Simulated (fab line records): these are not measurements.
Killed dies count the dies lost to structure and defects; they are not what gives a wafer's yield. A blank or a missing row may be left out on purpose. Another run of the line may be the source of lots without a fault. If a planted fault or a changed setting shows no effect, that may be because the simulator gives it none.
Chamber matching	flow nandHarc	3 sister chambers for NHARC_A_STAIRCASE_DEP_151 on pecvd-01
The step deposits SiO2, target thk 7200 nm. 16 wafers are shown with their chamber, then 8 later ones without.

## EACH WAFER AND ITS CHAMBER
wafer	chamber	heaterPowerW (W)
L385.1	2	546
L385.5	0	780
L385.6	1	545
L386.2	0	887
L386.3	1	666
L386.4	0	775
L389.3	1	709
L389.5	2	439
L389.6	1	563
L392.3	2	561
L392.4	1	563
L392.5	0	765
L396.1	0	917
L396.4	0	777
L396.6	1	600
L402.1	0	920

SIGNATURES (means of the wafers above)
reading	chamber 0	chamber 1	chamber 2	scatter within a chamber
heaterPowerW	831.57	607.67	515.33	69
Rule: for a wafer and a chamber, the distance is found by dividing, reading by reading, the gap between the wafer's reading and the chamber's mean by the reading's scatter, squaring, summing and taking the root. The wafer belongs to the nearest chamber; if the next one is less than 2 further off, it can't be placed. The scatter: take each reading less its chamber's mean, square it, sum over the shown wafers, divide by the number of wafers less the number of chambers, and take the root.

## WAFERS WITHOUT THEIR CHAMBER
wafer	heaterPowerW (W)
L402.2	482
L402.5	621
L403.3	901
L403.5	617
L403.6	770
L405.2	767
L405.5	402
L405.6	617

## WHICH CHAMBER EACH WENT THROUGH
wafer	from the rows above	in truth
L402.2	can't be placed: 2 or 1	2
L402.5	can't be placed: 1 or 2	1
L403.3	0	0
L403.5	can't be placed: 1 or 2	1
L403.6	can't be placed: 0 or 1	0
L405.2	can't be placed: 0 or 1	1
L405.5	can't be placed: 2 or 1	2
L405.6	can't be placed: 1 or 2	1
Correctly placed: 1 of 8. Cannot be placed on the basis of these rows: 7; the candidates contain the true chamber in 7. Placed wrongly: 0.
